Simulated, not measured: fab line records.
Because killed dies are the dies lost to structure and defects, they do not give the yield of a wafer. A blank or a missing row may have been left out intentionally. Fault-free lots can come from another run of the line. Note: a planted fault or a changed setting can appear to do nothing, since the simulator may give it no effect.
Matching of chambers    flow nand_harc    cmp-02 running NHARC_P_M0_CMP_23: 4 sister chambers
The step polishes, t overpolish 20 s, target thk 117.54 nm. 20 wafers are shown with their chamber, then 10 later ones without.

== WAFERS PAIRED WITH THEIR CHAMBERS ==
wafer   chamber  motor_current_A (A)  time_to_endpoint_s (s)
L078.1  1        10.4                 29.7
L078.3  0        16.3                 29.0
L078.5  2        11.4                 30.0
L080.1  0        16.3                 25.7
L080.2  2        11.7                 26.9
L080.3  3        11.6                 22.6
L086.1  3        11.5                 24.9
L086.3  1        10.5                 31.6
L086.4  2        11.8                 31.0
L087.1  3        11.2                 30.1
L087.3  1        10.3                 34.0
L087.5  3        11.4                 25.1
L088.1  3        12.3                 28.0
L088.2  1        11.1                 31.3
L088.3  0        15.6                 29.5
L088.4  2        11.8                 34.4
L088.5  1        10.6                 32.0
L088.6  0        15.2                 26.5
L089.1  0        15.9                 25.6
L089.4  1        10.2                 35.4

SIGNATURES (averages over the wafers above)
reading             chamber 0  chamber 1  chamber 2  chamber 3  scatter within a chamber
motor_current_A     15.860     10.517     11.675     11.600     0.371
time_to_endpoint_s  27.260     32.333     30.575     26.140     2.47
Rule: for each reading, subtract the chamber's mean from the wafer's reading, divide by that reading's scatter and square the result; add these up over the readings and take the root, which gives the wafer's distance from the chamber. If the next closest chamber is less than 2 further off than the closest, the wafer can't be placed; otherwise it belongs to the closest. The scatter: the root of (the sum of the squares of (reading less its chamber's mean) over the shown wafers, divided by (wafers less chambers)).

== WAFERS WITHOUT THEIR CHAMBER ==
wafer   motor_current_A (A)  time_to_endpoint_s (s)
L089.5  11.7                 28.3
L091.2  12.0                 26.4
L091.4  11.9                 25.6
L091.5  11.2                 25.8
L091.1  10.6                 30.2
L091.3  15.5                 26.7
L091.6  11.5                 26.7
L094.2  15.0                 28.0
L094.3  11.6                 27.2
L094.4  11.3                 25.1

== CHAMBER TAKEN BY EACH ==
wafer   from the rows above      in truth
L089.5  can't be placed: 3 or 2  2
L091.2  can't be placed: 3 or 2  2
L091.4  can't be placed: 3 or 2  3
L091.5  can't be placed: 3 or 2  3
L091.1  1                        1
L091.3  0                        0
L091.6  can't be placed: 3 or 2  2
L094.2  0                        0
L094.3  can't be placed: 3 or 2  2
L094.4  can't be placed: 3 or 2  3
Correctly placed: 3 of 10. These rows do not allow placing 7 (true chamber among the candidates in 7). 0 placed wrongly.
